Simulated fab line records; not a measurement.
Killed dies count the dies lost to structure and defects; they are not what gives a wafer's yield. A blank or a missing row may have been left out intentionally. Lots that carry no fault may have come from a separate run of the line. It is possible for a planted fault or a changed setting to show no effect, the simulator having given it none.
fab line records -- flow n5_finfet -- part 2 of 2: steps 22 to 31 of 31
record lots=5, wafers=15, last_day=18
route steps=1938 shown BEOL_M7@1288
lots with no fault: from the same line, run without faults
start_h: the number of hours between the record's first day and the start of the first shown wafer of the lot -- wait_h: hours elapsed since this lot's preceding step -- " the same as in the row above -- L1.1+2: several wafers, shown together as one row -- - no value present, or no start provided -- * or withheld: withheld -- < > ~ a bound
route shown NAME@n: names a module that has steps shown in the file, with the first one's number in the route -- usual: average and standard deviation across the fault-free wafers -- same: alike in all rows -- chamber/n: place in a boat -- sites: readings site by site -- _std_site: the values' standard deviation -- _edge_site: inner sites' mean taken away from outer sites' mean -- radius_mm: for every site, how far away it sits from the centre of the wafer -- mask NAME#n: copy n -- behind: the most recent tool/chamber to have shaped the wafer -- hold: cause of the lot's hold/its duration in hours/its outcome -- device: whichever transistor did not switch (one of n, p or np) -- end of line: tests run on the same wafers once the route is complete -- where a step has no rows: the recipe by itself -- killed: dies lost to structure and defects at the first sort, not the wafer's yield -- map: the dies of a wafer, with x for killed, . for not killed, _ for no die there
set.NAME: setting as actually run; set.NAME@STEP: the setting as run at that earlier step -- model.NAME: the simulator's own value behind a step, which no gauge read
lots at selected steps of the route; one table per step, one row per wafer
services: from which hour (start_h, from the record's first day; less than 0 if before it) a tool's chamber was out of use, for how many hours, and why
## steps
# step N5_BEOL_M7_ETCH_41
# recipe chemistry=CH3F/O2, target=SiCN, target_depth_a=319, taper_deg=2, time_s=57.8, ion_energy_ev=120, mask_material=TiN, pressure_mtorr=30, source_w=395, bias_w=75, Ar_flow_sccm=150, CH3F_flow_sccm=30, O2_flow_sccm=20
# usual drypump_motor_current_A=5.6/0.33, oes_product_au=0.75/0.073, rf_vpp_V=297.7/1.4, showerhead_plenum_p_Torr=2.01/0.063, throttle_valve_pct=16.56/0.19
lot.wafer,tool,chamber,start_h,wait_h,drypump_motor_current_A,oes_product_au,rf_hours_counter_h,rf_vpp_V,showerhead_plenum_p_Torr,throttle_valve_pct
L076.2,rie_diel-03,0,-,-,5.4,0.73,190,295.9,2.00,16.48
L076.3,rie_diel-03,3,-,-,5.5,0.72,211,297.4,1.98,16.72
L076.6,rie_diel-03,0,-,-,5.4,0.74,-,297.3,2.00,16.47
L079.1,rie_diel-01,2,-,-,5.5,0.73,186,298.7,2.05,16.66
L079.3,rie_diel-01,1,-,-,6.0,0.73,203,296.9,1.99,16.63
L079.5,rie_diel-01,0,-,-,5.7,0.71,-,297.5,1.99,16.64
L088.1,rie_diel-03,1,-,-,5.9,0.89,32,300.5,2.11,16.35
L088.3,rie_diel-03,2,-,-,5.4,0.73,179,298.9,1.98,16.64
L088.4,rie_diel-03,0,-,-,5.4,0.71,210,296.9,1.99,16.50
L092.1,rie_diel-02,2,-,-,5.7,0.68,241,296.6,1.97,16.74
L092.2,rie_diel-02,0,-,-,5.8,0.81,97,296.5,1.94,16.04
L092.3,rie_diel-02,1,-,-,5.6,0.69,231,299.6,2.06,16.61
L093.3,rie_diel-01,2,-,-,5.5,0.70,-,298.2,2.04,16.70
L093.5,rie_diel-01,2,-,-,5.5,0.70,-,298.6,2.04,16.72
L093.6,rie_diel-01,1,-,-,6.0,0.70,-,296.8,1.97,16.69
# step N5_BEOL_M7_STRIP_80
# recipe chemistry=N2/H2, time_s=10, power_w=450, temp_c=40, pressure_mtorr=20, rf_frequency_hz=6e+07, bias_power_w=7, n2_flow_sccm=200, h2_flow_sccm=200
# usual drypump_motor_current_A=5.7/0.33, oes_product_au=0.75/0.071, rf_vpp_V=59.1/0.85, showerhead_plenum_p_Torr=2.55/0.079, throttle_valve_pct=23.92/0.23
lot.wafer,tool,chamber,start_h,wait_h,drypump_motor_current_A,oes_product_au,rf_hours_counter_h,rf_vpp_V,showerhead_plenum_p_Torr,throttle_valve_pct
L076.2,rie_diel-03,0,-,-,5.4,0.73,190,59.4,2.53,24.03
L076.3,rie_diel-03,3,-,-,5.5,0.72,211,59.8,2.50,24.11
L076.6,rie_diel-03,0,-,-,5.4,0.74,-,57.8,2.54,24.04
L079.1,rie_diel-01,2,-,-,5.5,0.71,186,58.2,2.64,23.87
L079.3,rie_diel-01,1,-,-,6.1,0.73,203,58.6,2.52,24.11
L079.5,rie_diel-01,0,-,-,5.7,0.70,-,58.9,2.53,24.02
L088.1,rie_diel-03,1,-,-,5.9,0.88,32,60.2,2.69,23.92
L088.3,rie_diel-03,2,-,-,5.3,0.72,179,59.0,2.51,23.77
L088.4,rie_diel-03,0,-,-,5.4,0.72,210,56.7,2.53,24.08
L092.1,rie_diel-02,2,-,-,5.7,0.68,241,57.4,2.50,24.06
L092.2,rie_diel-02,0,-,-,5.8,0.82,97,59.0,2.47,23.29
L092.3,rie_diel-02,1,-,-,5.6,0.70,231,58.9,2.62,24.09
L093.3,rie_diel-01,2,-,-,5.5,0.69,-,58.1,2.62,23.91
L093.5,rie_diel-01,2,-,-,5.5,0.69,-,59.0,2.62,23.91
L093.6,rie_diel-01,1,-,-,6.1,0.70,-,58.2,2.51,24.16
# step N5_BEOL_M7_OCD_MEAS_38
# usual trench_depth_nm=93.6/1.6
lot.wafer,tool,chamber,start_h,wait_h,trench_depth_nm
L076.2,ocd-01,-,226.07,-,93.4
L076.3,ocd-01,-,226.07,-,92.1
L076.6,ocd-01,-,226.07,-,95.0
L079.1,ocd-02,-,253.39,-,93.9
L079.3,ocd-02,-,253.39,-,93.1
L079.5,ocd-02,-,253.39,-,94.0
L088.1,ocd-01,-,306.76,-,97.4
L088.3,ocd-01,-,306.76,-,93.3
L088.4,ocd-01,-,306.76,-,93.5
L092.1,ocd-02,-,340.71,-,93.6
L092.2,ocd-02,-,340.71,-,94.1
L092.3,ocd-02,-,340.71,-,90.2
L093.3,ocd-02,-,345.42,-,94.4
L093.5,ocd-02,-,345.42,-,92.9
L093.6,ocd-02,-,345.42,-,94.3
# step N5_BEOL_M7_HM_STRIP_39
# recipe chemistry=peroxide_tin_strip, material=TiN, target_depth_a=250, temp_c=50, time_s=158
# usual bath_heat_duty_pct=7.0/0.87
lot.wafer,tool,chamber,start_h,wait_h,bath_heat_duty_pct
L076.2,wet_bench-02,2,226.11,0.0,7.1
L076.3,wet_bench-02,4,226.11,0.0,6.9
L076.6,wet_bench-02,7,226.11,0.0,6.6
L079.1,wet_bench-03,5,253.42,0.0,8.2
L079.3,wet_bench-03,6,253.42,0.0,7.2
L079.5,wet_bench-03,3,253.42,0.0,7.3
L088.1,wet_bench-01,1,306.79,0.0,8.9
L088.3,wet_bench-01,2,306.79,0.0,4.9
L088.4,wet_bench-01,7,306.79,0.0,7.4
L092.1,wet_bench-03,2,340.74,0.0,6.2
L092.2,wet_bench-03,5,340.74,0.0,7.7
L092.3,wet_bench-03,6,340.74,0.0,6.8
L093.3,wet_bench-03,0,345.45,0.0,7.1
L093.5,wet_bench-03,3,345.45,0.0,7.6
L093.6,wet_bench-03,6,345.45,0.0,7.0
# step N5_BEOL_M7_SRD_40
# recipe time_s=30, temp_c=23, rinse_liquid=diw, dry=ipa_marangoni
# usual bath_heat_duty_pct=3.6/0.54
lot.wafer,tool,chamber,start_h,wait_h,bath_heat_duty_pct
L076.2,wet_bench-02,2,226.15,0.0,4.1
L076.3,wet_bench-02,4,226.15,0.0,4.1
L076.6,wet_bench-02,7,226.15,0.0,3.9
L079.1,wet_bench-03,5,253.47,0.0,3.4
L079.3,wet_bench-03,6,253.47,0.0,3.7
L079.5,wet_bench-03,3,253.47,0.0,3.8
L088.1,wet_bench-01,1,306.84,0.0,5.1
L088.3,wet_bench-01,2,306.84,0.0,2.6
L088.4,wet_bench-01,7,306.84,0.0,3.9
L092.1,wet_bench-03,2,340.83,0.0,2.8
L092.2,wet_bench-03,5,340.83,0.0,4.0
L092.3,wet_bench-03,6,340.83,0.0,4.3
L093.3,wet_bench-03,0,345.54,0.0,3.8
L093.5,wet_bench-03,3,345.54,0.0,3.9
L093.6,wet_bench-03,6,345.54,0.0,3.5
# step N5_BEOL_M7_PRECLEAN_42
# recipe chemistry=residue_remover, time_s=60, temp_c=40
# usual bath_heat_duty_pct=4.5/0.64
lot.wafer,tool,chamber,start_h,wait_h,bath_heat_duty_pct
L076.2,wet_bench-02,2,226.17,0.0,5.2
L076.3,wet_bench-02,4,226.17,0.0,5.6
L076.6,wet_bench-02,7,226.17,0.0,3.4
L079.1,wet_bench-03,5,253.49,0.0,5.6
L079.3,wet_bench-03,6,253.49,0.0,4.2
L079.5,wet_bench-03,3,253.49,0.0,3.8
L088.1,wet_bench-01,1,306.86,0.0,5.1
L088.3,wet_bench-01,2,306.86,0.0,4.2
L088.4,wet_bench-01,7,306.86,0.0,5.2
L092.1,wet_bench-03,2,340.86,0.0,4.3
L092.2,wet_bench-03,5,340.86,0.0,4.8
L092.3,wet_bench-03,6,340.86,0.0,4.6
L093.3,wet_bench-03,0,345.57,0.0,4.2
L093.5,wet_bench-03,3,345.57,0.0,4.9
L093.6,wet_bench-03,6,345.57,0.0,4.7
# step N5_BEOL_M7_SRD_43
# recipe time_s=30, temp_c=23, rinse_liquid=diw, dry=ipa_marangoni
# usual bath_heat_duty_pct=3.6/0.5
lot.wafer,tool,chamber,start_h,wait_h,bath_heat_duty_pct
L076.2,wet_bench-02,2,226.19,0.0,4.4
L076.3,wet_bench-02,4,226.19,0.0,3.7
L076.6,wet_bench-02,7,226.19,0.0,3.1
L079.1,wet_bench-03,5,253.50,0.0,4.4
L079.3,wet_bench-03,6,253.50,0.0,3.3
L079.5,wet_bench-03,3,253.50,0.0,3.3
L088.1,wet_bench-01,1,306.87,0.0,4.0
L088.3,wet_bench-01,2,306.87,0.0,3.6
L088.4,wet_bench-01,7,306.87,0.0,3.9
L092.1,wet_bench-03,2,340.90,0.0,3.7
L092.2,wet_bench-03,5,340.90,0.0,4.2
L092.3,wet_bench-03,6,340.90,0.0,4.2
L093.3,wet_bench-03,0,345.61,0.0,3.2
L093.5,wet_bench-03,3,345.61,0.0,3.5
L093.6,wet_bench-03,6,345.61,0.0,2.9
# step N5_BEOL_M7_CD_MEAS_35
# recipe target_cd_nm=40, polarity=opening
# usual cd_nm=40.2/0.58
lot.wafer,tool,chamber,start_h,wait_h,cd_nm
L076.2,cd_sem-02,-,226.23,0.0,40.4
L076.3,cd_sem-02,-,226.23,0.0,39.9
L076.6,cd_sem-02,-,226.23,0.0,40.1
L079.1,cd_sem-03,-,253.54,0.0,39.3
L079.3,cd_sem-03,-,253.54,0.0,39.5
L079.5,cd_sem-03,-,253.54,0.0,39.7
L088.1,cd_sem-01,-,306.91,0.0,39.6
L088.3,cd_sem-01,-,306.91,0.0,40.5
L088.4,cd_sem-01,-,306.91,0.0,39.3
L092.1,cd_sem-03,-,340.95,0.0,39.2
L092.2,cd_sem-03,-,340.95,0.0,40.2
L092.3,cd_sem-03,-,340.95,0.0,39.8
L093.3,cd_sem-01,-,345.67,0.0,40.6
L093.5,cd_sem-01,-,345.67,0.0,41.0
L093.6,cd_sem-01,-,345.67,0.0,41.2
# step N5_BEOL_M7_CURE_75
# recipe temp_c=370, time_s=120, ambient=DMADMS/He, material=SiCOH_lowk
# usual lamp_power_pct=52.31/0.051, wafer_temp_C_max=371.9/0.5
lot.wafer,tool,chamber,start_h,wait_h,lamp_power_pct,wafer_temp_C_max
L076.2,uv_cure-03,1,226.42,0.2,52.33,372.3
L076.3,uv_cure-03,1,226.42,0.2,52.31,372.3
L076.6,uv_cure-03,1,226.42,0.2,52.29,373.4
L079.1,uv_cure-02,0,253.59,0.0,52.30,372.3
L079.3,uv_cure-02,0,253.59,0.0,52.37,372.0
L079.5,uv_cure-02,0,253.59,0.0,52.35,372.2
L088.1,uv_cure-02,1,306.95,0.0,52.21,372.4
L088.3,uv_cure-02,1,306.95,0.0,52.29,372.2
L088.4,uv_cure-02,1,306.95,0.0,52.27,372.6
L092.1,uv_cure-02,2,341.00,0.0,52.39,371.8
L092.2,uv_cure-02,2,341.00,0.0,52.32,371.8
L092.3,uv_cure-02,2,341.00,0.0,52.35,371.4
L093.3,uv_cure-01,0,345.80,0.1,52.37,371.6
L093.5,uv_cure-01,0,345.80,0.1,52.30,372.1
L093.6,uv_cure-01,0,345.80,0.1,52.38,371.9
# step N5_BEOL_M7_DEGAS_44
# recipe ambient=vacuum, temp_c=250, time_s=60
# usual heater_power_w=333/49
lot.wafer,tool,chamber,start_h,wait_h,heater_power_w
L076.2,pvd_sputter-03,-,228.75,2.3,297
L076.3,pvd_sputter-03,-,228.75,2.3,338
L076.6,pvd_sputter-03,-,228.75,2.3,305
L079.1,pvd_sputter-03,-,253.92,0.3,387
L079.3,pvd_sputter-03,-,253.92,0.3,303
L079.5,pvd_sputter-03,-,253.92,0.3,303
L088.1,pvd_sputter-01,-,307.68,0.6,358
L088.3,pvd_sputter-01,-,307.68,0.6,351
L088.4,pvd_sputter-01,-,307.68,0.6,341
L092.1,pvd_sputter-03,-,342.21,1.2,379
L092.2,pvd_sputter-03,-,342.21,1.2,309
L092.3,pvd_sputter-03,-,342.21,1.2,338
L093.3,pvd_sputter-01,-,346.08,0.2,347
L093.5,pvd_sputter-01,-,346.08,0.2,355
L093.6,pvd_sputter-01,-,346.08,0.2,232
## services
tool,chamber,start_h,hours,kind
uv_cure-03,-,224.02,0.2,repair
uv_cure-01,-,224.39,3.7,repair
euv_scanner-01,-,228.73,1.0,pm
rie_diel-03,-,238.74,15.6,pm
rie_diel-02,-,241.28,5.4,repair
euv_scanner-02,0,242.20,-,calibration
uv_cure-03,-,254.35,7.5,pm
pvd_sputter-03,-,256.81,10.5,repair
euv_scanner-02,-,258.76,1.0,pm
rie_diel-03,0,260.05,1.3,repair
euv_scanner-01,0,272.31,-,calibration
uv_cure-02,-,274.02,7.5,pm
euv_scanner-01,-,279.55,4.6,pm
euv_scanner-01,-,284.88,1.0,pm
uv_cure-01,-,298.48,0.3,repair
euv_scanner-02,-,314.91,1.0,pm
litho_track-04,-,315.92,-,consumable_replace:filter
litho_track-01,-,323.36,-,consumable_replace:filter
rie_diel-03,-,329.81,14.6,pm
rie_diel-01,-,333.19,2.8,pm
euv_scanner-02,-,335.31,5.8,pm
euv_scanner-01,-,341.13,1.0,pm
